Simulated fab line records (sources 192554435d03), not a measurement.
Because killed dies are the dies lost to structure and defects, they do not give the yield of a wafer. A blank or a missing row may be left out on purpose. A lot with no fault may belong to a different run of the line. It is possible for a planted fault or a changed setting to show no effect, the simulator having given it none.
Comparing a struck lot with a sound one    flow n5Finfet    28 out of 1938 route steps
Sound: the wafers L498.1, L498.4, L498.5. Struck: wafer L503.6 (left out: L503.3, L503.5 of the same lot, which were not struck); the cause appears at the end.
At each step with rows: each side's tool, then ch and its chambers, then its first start. Under that, the readings that differ: sound wafers    struck wafers    difference of the means    sigmas: that difference in standard deviations of wafers without a fault.
alike: readings with means less than 2 such deviations apart, plus words and numbers identical on both sides. not compared: withheld readings, readings lacking a value on some wafer, bounds such as >300 that could conceal the same value, and numbers that have no deviation in the record and whose values overlap.
Wherever a step has rows on one side only, a row that says differs or no value, or a row with sigmas, the two part there. Numbers that don't overlap but have no deviation are shown without sigmas and don't part them. Lack of a reading on every wafer of one side parts them only where that side has two or more wafers.

first, 3 steps without rows for these wafers: N5_STI_FIN_REVEAL_ALD_14 (deposits Si3N4, target thk 3 nm); N5_STI_FIN_REVEAL_FCVD_FILL_01 (material SiO2 flowable, target thk 312 nm, time 512.2 s); N5_STI_FIN_REVEAL_DENSIFY_02 (time 1800 s).
N5_STI_FIN_REVEAL_CMP_04: polishes, stops on Si3N4, t overpolish 4 s, target thk 131.83 nm.
  sound on cmp-01 ch 0,1, day 3 15:27; struck on cmp-01 ch 3, day 5 00:46
reading                  sound              struck  difference  sigmas
edgeZonePressureFrac     1.000 1.008 0.993  1.019   +0.019      +4
slurryFilterDpKPa (kPa)  13.40 13.51 13.35  13.69   +0.27       +2
  alike: motorCurrentA, overpolishRunS, timeToEndpointS
N5_STI_FIN_REVEAL_THK_MEAS_05:
  sound: filmMetro-01 at day 3 15:44; struck: filmMetro-02 at day 5 00:57
  alike: thkNm
following that, these wafers have no rows for 1 step: N5_STI_FIN_REVEAL_DENSIFY_30.
N5_STI_FIN_REVEAL_ETCHBACK_08: etches SiO2 in C4F6/O2, target depth 30.5 nm, time 10.167 s.
  sound on rieDiel-02 ch 1,2,3, day 3 16:00; struck on rieDiel-05 ch 1, day 5 01:12
reading    sound              struck  difference  sigmas
biasW (W)  184.9 184.8 184.3  186.0   +1.3        +2
  alike: drypumpMotorCurrentA, oes_f_703_au, oesProductAu, rfVppV, showerheadPlenumPTorr, throttleValvePct
  not compared: rfHoursCounterH
N5_STI_FIN_REVEAL_STRIP_24: strips in N2/H2, time 90 s.
  sound on rieDiel-02 ch 1,2,3, day 3 16:02; struck on rieDiel-05 ch 1, day 5 01:14
  alike: drypumpMotorCurrentA, h2FlowSccm, oesProductAu, rfVppV, showerheadPlenumPTorr, throttleValvePct
  not compared: rfHoursCounterH
then, 4 steps without rows for these wafers: N5_STI_FIN_REVEAL_PRECLEAN_25 (cleans in SPM, time 90 s); N5_STI_FIN_REVEAL_PRECLEAN_26 (cleans in SC1, time 45 s); N5_STI_FIN_REVEAL_PRECLEAN_29 (cleans in DHF, time 30 s); N5_STI_FIN_REVEAL_SRD_12 (time 30 s).
N5_STI_FIN_REVEAL_RECESS_09: chemistry HF/NH3, target SiO2, afs cycles 11, target depth 42.5 nm, sublimation time 60 s.
  sound on vaporEtch-02 ch 0,1, day 3 16:34; struck on vaporEtch-02 ch 0, day 5 02:03
reading                  sound              struck  difference  sigmas
model.etch.depthNm (nm)  42.07 42.07 42.07  31.77   -10.30      
  alike: drypumpMotorCurrentA
then, 2 steps without rows for these wafers: N5_STI_FIN_REVEAL_STRIP_16 (strips SiNx in H3PO4, target depth 23.8 nm); N5_STI_FIN_REVEAL_PRECLEAN_17 (cleans in NF3:NH3, afs cycles 1, time 20 s, sublimation time 60 s).
N5_STI_FIN_REVEAL_ETCH_34: etches Si in H2, material Si, target depth 0.97 nm.
  sound on rieSi-03 ch 0,1, day 3 18:39; struck on rieSi-01 ch 2, day 5 03:37
  alike: drypumpMotorCurrentA, h2FlowSccm, heFlowSccm, oesProductAu, throttleValvePct
  not compared: rfHoursCounterH
N5_STI_FIN_REVEAL_OXIDATION_31: chemistry O2 PLASMA REMOTE, time 20 s.
  sound on plasmaAsher-02 ch 1, day 3 18:52; struck on plasmaAsher-01 ch 1, day 5 03:42
reading                   sound           struck  difference  sigmas
drypumpMotorCurrentA (A)  5.34 5.35 5.35  5.99    +0.64       +2
heaterPowerW (W)          156 157 156     129     -27         -2
  not compared: rfHoursCounterH
then, 6 steps without rows for these wafers: N5_STI_FIN_REVEAL_PRECLEAN_32 (cleans in NF3:NH3, afs cycles 1, time 20 s, sublimation time 60 s); N5_STI_FIN_REVEAL_STRIP_35 (strips Si3N4 in H3PO4, target depth 4 nm, time 39 s); N5_STI_FIN_REVEAL_SRD_21 (time 30 s); N5_STI_FIN_REVEAL_OXIDATION_33 (chemistry O2 PLASMA REMOTE, time 20 s); N5_STI_FIN_REVEAL_CLEAN_19 (cleans in O3/DIW, time 120 s); N5_STI_FIN_REVEAL_SRD_23 (time 30 s).
N5_STI_FIN_REVEAL_CD_MEAS_22: target cd 6.238 nm, pitch 28 nm.
  sound: cdSem-02 at day 3 19:23; struck: cdSem-02 at day 5 04:12
  alike: cdNm
N5_STI_FIN_REVEAL_FIN_H_MEAS_10:
  sound: ocd-02 at day 3 19:25; struck: ocd-01 at day 5 04:14
reading             sound           struck  difference  sigmas
trenchDepthNm (nm)  52.1 52.0 51.0  41.0    -10.7       -14
then, 1 step without rows for these wafers: N5_STI_FIN_REVEAL_PRECLEAN_18 (cleans in SC2, time 45 s).
-- record jumps: 6 days separate the struck wafers' starts on either side; left off in module STI_FIN_REVEAL, taken up again in module BEOL_M4, whose first shown step is the route's number 1111 --
N5_BEOL_M4_RC_MEAS_101:
  sound on prober-02 ch 0, day 9 22:43; struck on prober-01 ch 0, day 10 22:37
reading    sound           struck  difference  sigmas
VT_P (mV)  -255 -255 -257  -247    +9          +2
  alike: DIBL_N, DIBL_P, IOFF_N, IOFF_P, ION_N, ION_P, SS_N, SS_P, VT_N
-- record jumps: 5 days separate the struck wafers' starts on either side; left off in module BEOL_M4, taken up again in module PASSIVATION, whose first shown step is the route's number 1936 --
N5_PASSIVATION_PROBE_49:
  sound: prober-01 at day 14 16:28; struck: prober-02 at day 15 12:21
reading                sound        struck  difference  sigmas
killedAtContacts       8 7 8        20      +12         +2
killedAtOther          0 8 2        12      +9          +2
sort_bin_6_memory (%)  3.1 3.4 2.8  4.7     +1.6        +2
  alike: defectLimitedYield, killed_at_M0_to_M3, killed_at_M4_up, killedAtFrontEnd, killedDies, killedOpen, killedShort, sort_bin_5_function, sort_bin_8_speed, sortNPass, sortYieldPct

== WHERE THEY PART ==
Last at N5_PASSIVATION_PROBE_49 as far as this record goes, first at N5_STI_FIN_REVEAL_CMP_04.

WHY: the cause the simulator had injected
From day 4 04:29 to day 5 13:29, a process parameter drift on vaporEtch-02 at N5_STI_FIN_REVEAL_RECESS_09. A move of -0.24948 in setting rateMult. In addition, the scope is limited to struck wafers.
